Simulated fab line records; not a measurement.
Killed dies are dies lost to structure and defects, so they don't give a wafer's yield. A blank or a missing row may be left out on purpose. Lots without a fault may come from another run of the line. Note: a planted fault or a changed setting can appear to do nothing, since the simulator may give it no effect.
Which tool did it? + flow n5_finfet + 11 lots with 31 wafers sampled at 5 steps, on a route of 1938 steps

== WHAT EACH GAUGE READ, for each wafer ==
The record lacks any reading of a measuring or inspecting step that a usual standard deviation could be used to judge.

== TOOL THAT RAN EACH LOT (tool first, then ch and the chambers of the sampled wafers, then the start) ==
| lot  | N5_BEOL_M7_HM_STRIP_39              | N5_MIM_BOT_ETCH_STRIP_01           | N5_PASSIVATION_PASS_ETCH_47        | N5_PASSIVATION_STRIP_48            | N5_PASSIVATION_PROBE_49 |
|------|-------------------------------------|------------------------------------|------------------------------------|------------------------------------|-------------------------|
| L460 | wet_bench-04 ch 1,3,6, day 9 13:05  | rie_diel-02 ch 1,2, day 12 05:40   | rie_diel-02 ch 1,2, day 12 12:16   | rie_diel-02 ch 1,2, day 12 12:47   | -                       |
| L461 | wet_bench-05 ch 1,4,7, day 9 13:35  | rie_diel-03 ch 0,1,2, day 12 08:44 | rie_diel-04 ch 0,3, day 12 13:37   | rie_diel-04 ch 0,3, day 12 14:08   | -                       |
| L462 | wet_bench-04 ch 1,2,4, day 10 09:34 | rie_diel-02 ch 0,2,3, day 13 11:07 | rie_diel-02 ch 0,3, day 13 16:21   | rie_diel-02 ch 0,3, day 13 16:52   | -                       |
| L463 | wet_bench-04 ch 0,1,4, day 10 12:22 | rie_diel-04 ch 2,3, day 13 10:44   | rie_diel-03 ch 0,1,2, day 13 16:34 | rie_diel-03 ch 0,1,2, day 13 17:04 | -                       |
| L466 | wet_bench-05 ch 4,5, day 11 03:50   | rie_diel-04 ch 0,2, day 14 00:13   | rie_diel-04 ch 0,3, day 14 04:58   | rie_diel-04 ch 0,3, day 14 05:28   | prober-01, day 14 08:01 |
| L464 | wet_bench-04 ch 5,7, day 11 11:34   | rie_diel-02 ch 0,3, day 14 07:35   | rie_diel-02 ch 2,3, day 14 12:13   | rie_diel-02 ch 2,3, day 14 12:39   | -                       |
| L467 | wet_bench-05 ch 2,3,7, day 11 17:47 | rie_diel-04 ch 0,1,3, day 14 11:04 | rie_diel-03 ch 0,2,3, day 14 16:16 | rie_diel-03 ch 0,2,3, day 14 16:47 | -                       |
| L468 | wet_bench-05 ch 0,1,3, day 12 03:08 | rie_diel-03 ch 2,3, day 15 00:14   | rie_diel-04 ch 0,2,3, day 15 05:43 | rie_diel-04 ch 0,2,3, day 15 06:14 | -                       |
| L470 | wet_bench-05 ch 0,1,7, day 12 03:32 | rie_diel-02 ch 0,2,3, day 14 18:11 | rie_diel-04 ch 0,1,3, day 15 00:49 | rie_diel-04 ch 0,1,3, day 15 01:20 | prober-01, day 15 03:49 |
| L472 | wet_bench-05 ch 2,3,5, day 12 09:23 | rie_diel-02 ch 0,3, day 15 07:56   | rie_diel-02 ch 1,2,3, day 15 14:47 | rie_diel-02 ch 1,2,3, day 15 15:18 | prober-02, day 15 17:50 |
| L480 | wet_bench-06 ch 0,3,7, day 14 16:37 | rie_diel-04 ch 1,3, day 17 16:00   | rie_diel-02 ch 0,3, day 18 01:55   | rie_diel-02 ch 0,3, day 18 02:26   | -                       |
- N5_BEOL_M7_HM_STRIP_39: strips TiN in peroxide tin strip, target depth 25 nm, time 158 s.
- N5_MIM_BOT_ETCH_STRIP_01: strips in O2.
- N5_PASSIVATION_PASS_ETCH_47: etches SiNx in CF4/O2, target depth 770 nm, time 385 s.
- N5_PASSIVATION_STRIP_48: strips in O2.
- N5_PASSIVATION_PROBE_49

== WHAT THE TOOLS THEMSELVES READ (means of the sampled wafers that have a number; where no wafer has one, the mark that the record gives instead) ==
N5_MIM_BOT_ETCH_STRIP_01. Usual: drypump_motor_current_A 5.6 A, standard deviation 0.53; oes_product_au 0.83 a.u., standard deviation 0.065; rf_vpp_V 3.6 V, standard deviation 1.4; showerhead_plenum_p_Torr 2.10 Torr, standard deviation 0.078; throttle_valve_pct 16.56 %, standard deviation 0.22.
| lot  | tool        | drypump_motor_current_A (A) | oes_product_au (a.u.) | rf_vpp_V (V) | showerhead_plenum_p_Torr (Torr) | throttle_valve_pct (%) | flag |
|------|-------------|-----------------------------|-----------------------|--------------|---------------------------------|------------------------|------|
| L460 | rie_diel-02 | 5.5                         | 0.84                  | 4.0          | 2.04                            | 16.43                  |      |
| L461 | rie_diel-03 | 5.8                         | 0.87                  | 2.7          | 2.06                            | 16.64                  |      |
| L462 | rie_diel-02 | 5.2                         | 0.86                  | 2.7          | 2.16                            | 16.62                  |      |
| L463 | rie_diel-04 | 5.5                         | 0.86                  | 4.2          | 2.05                            | 16.51                  |      |
| L466 | rie_diel-04 | 5.0                         | 0.86                  | 2.0          | 2.04                            | 16.50                  |      |
| L464 | rie_diel-02 | 5.2                         | 0.86                  | 5.9          | 2.22                            | 16.61                  |      |
| L467 | rie_diel-04 | 5.7                         | 0.89                  | 2.1          | 2.07                            | 16.48                  |      |
| L468 | rie_diel-03 | 5.6                         | 0.81                  | 4.7          | 2.09                            | 16.54                  |      |
| L470 | rie_diel-02 | 5.2                         | 0.85                  | 2.7          | 2.16                            | 16.65                  |      |
| L472 | rie_diel-02 | 5.2                         | 0.88                  | 4.0          | 2.22                            | 16.61                  |      |
| L480 | rie_diel-04 | 6.1                         | 0.83                  | 5.1          | 2.07                            | 16.54                  |      |

N5_PASSIVATION_PASS_ETCH_47. Usual: drypump_motor_current_A 5.6 A, standard deviation 0.52; oes_product_au 0.83 a.u., standard deviation 0.059; rf_vpp_V 243 V, standard deviation 4.2; showerhead_plenum_p_Torr 2.19 Torr, standard deviation 0.077; throttle_valve_pct 15.75 %, standard deviation 0.23.
| lot  | tool        | drypump_motor_current_A (A) | oes_product_au (a.u.) | rf_vpp_V (V) | showerhead_plenum_p_Torr (Torr) | throttle_valve_pct (%) | flag |
|------|-------------|-----------------------------|-----------------------|--------------|---------------------------------|------------------------|------|
| L460 | rie_diel-02 | 5.5                         | 0.84                  | 239          | 2.14                            | 15.59                  |      |
| L461 | rie_diel-04 | 5.7                         | 0.87                  | 242          | 2.14                            | 15.55                  |      |
| L462 | rie_diel-02 | 5.2                         | 0.91                  | 245          | 2.34                            | 15.83                  |      |
| L463 | rie_diel-03 | 5.8                         | 0.85                  | 249          | 2.14                            | 15.75                  |      |
| L466 | rie_diel-04 | 5.6                         | 0.85                  | 243          | 2.15                            | 15.62                  |      |
| L464 | rie_diel-02 | 5.2                         | 0.81                  | 241          | 2.21                            | 15.73                  |      |
| L467 | rie_diel-03 | 5.7                         | 0.81                  | 246          | 2.19                            | 15.91                  |      |
| L468 | rie_diel-04 | 5.4                         | 0.83                  | 241          | 2.14                            | 15.66                  |      |
| L470 | rie_diel-04 | 5.7                         | 0.88                  | 244          | 2.18                            | 15.68                  |      |
| L472 | rie_diel-02 | 5.6                         | 0.81                  | 241          | 2.19                            | 15.62                  |      |
| L480 | rie_diel-02 | 5.2                         | 0.82                  | 245          | 2.31                            | 15.82                  |      |

N5_PASSIVATION_STRIP_48. Usual: drypump_motor_current_A 5.6 A, standard deviation 0.52; oes_product_au 0.83 a.u., standard deviation 0.065; rf_vpp_V 3.8 V, standard deviation 2.5; showerhead_plenum_p_Torr 2.09 Torr, standard deviation 0.07; throttle_valve_pct 16.59 %, standard deviation 0.23.
| lot  | tool        | drypump_motor_current_A (A) | oes_product_au (a.u.) | rf_vpp_V (V) | showerhead_plenum_p_Torr (Torr) | throttle_valve_pct (%) | flag |
|------|-------------|-----------------------------|-----------------------|--------------|---------------------------------|------------------------|------|
| L460 | rie_diel-02 | 5.5                         | 0.82                  | 4.2          | 2.04                            | 16.44                  |      |
| L461 | rie_diel-04 | 5.7                         | 0.87                  | 2.9          | 2.04                            | 16.41                  |      |
| L462 | rie_diel-02 | 5.2                         | 0.89                  | 4.9          | 2.22                            | 16.62                  |      |
| L463 | rie_diel-03 | 5.8                         | 0.86                  | 1.6          | 2.05                            | 16.60                  |      |
| L466 | rie_diel-04 | 5.7                         | 0.85                  | 0.1          | 2.04                            | 16.43                  |      |
| L464 | rie_diel-02 | 5.2                         | 0.82                  | 1.4          | 2.12                            | 16.64                  |      |
| L467 | rie_diel-03 | 5.7                         | 0.79                  | 7.9          | 2.08                            | 16.71                  |      |
| L468 | rie_diel-04 | 5.4                         | 0.83                  | 4.0          | 2.04                            | 16.49                  |      |
| L470 | rie_diel-04 | 5.7                         | 0.88                  | 3.8          | 2.07                            | 16.53                  |      |
| L472 | rie_diel-02 | 5.6                         | 0.82                  | 4.5          | 2.09                            | 16.48                  |      |
| L480 | rie_diel-02 | 5.2                         | 0.83                  | 6.3          | 2.21                            | 16.66                  |      |

N5_PASSIVATION_PROBE_49. Usual: defect_limited_yield 91.7 %, standard deviation 1.7; killed_at_M0_to_M3 34, standard deviation 10; killed_at_M4_up 13, standard deviation 5.1; killed_at_contacts 12, standard deviation 6.2; killed_at_front_end 36, standard deviation 12; killed_at_other 3.2, standard deviation 2.6; killed_dies 98, standard deviation 20; killed_open 65, standard deviation 13; killed_short 32, standard deviation 8.4; sort_bin_5_function 4.8 %, standard deviation 1.1; sort_bin_6_memory 3.2 %, standard deviation 0.74; sort_n_pass 1082, standard deviation 20; sort_yield_pct 91.7 %, standard deviation 1.7.
| lot  | tool      | defect_limited_yield (%) | killed_at_M0_to_M3 | killed_at_M4_up | killed_at_contacts | killed_at_front_end | killed_at_other | killed_dies | killed_open | killed_short | sort_bin_5_function (%) | sort_bin_6_memory (%) | sort_n_pass | sort_yield_pct (%) | flag |
|------|-----------|--------------------------|--------------------|-----------------|--------------------|---------------------|-----------------|-------------|-------------|--------------|-------------------------|-----------------------|-------------|--------------------|------|
| L466 | prober-01 | 92.2                     | 33                 | 14              | 12                 | 32                  | 0.5             | 92          | 62          | 26           | 4.2                     | 3.2                   | 1088        | 92.2               |      |
| L470 | prober-01 | 83.1                     | 21                 | 141             | 4                  | 30                  | 4.0             | 200         | 49          | 23           | 10.2                    | 3.5                   | 980         | 83.1               | OFF  |
| L472 | prober-02 | 81.3                     | 26                 | 138             | 8                  | 46                  | 2.3             | 220         | 62          | 32           | 10.6                    | 4.2                   | 960         | 81.3               | OFF  |

== THE ANSWER, worked out from the rows above alone ==
Rule: a lot is off if the mean of its wafers that have a number lies more than 3 standard deviations from the usual mean. Also off: a lot with no number at a reading for which 4 or more lots have one. All remaining lots with rows at the step are treated as sound. Order of review: gauges by route order, followed by the tools' own readings, for which a lot's mean as printed above is used. At the first step where some lot is off, the reading lying furthest off is the one used; lots without a number count as furthest.
Off at N5_PASSIVATION_PROBE_49 (killed_at_M4_up): L470, L472. Neither off nor sound, because the step has no rows for them: L460, L461, L462, L463, L464, L467, L468, L480.
If a tool, at that step or one of the process steps before it, ran each lot that is off and ran no sound lot following the first of them, it fits. Undecided on this evidence; 2 tools fit (wet_bench-05 at N5_BEOL_M7_HM_STRIP_39, rie_diel-02 at N5_MIM_BOT_ETCH_STRIP_01).

== WHAT WAS PUT IN BY THE SIMULATOR ==
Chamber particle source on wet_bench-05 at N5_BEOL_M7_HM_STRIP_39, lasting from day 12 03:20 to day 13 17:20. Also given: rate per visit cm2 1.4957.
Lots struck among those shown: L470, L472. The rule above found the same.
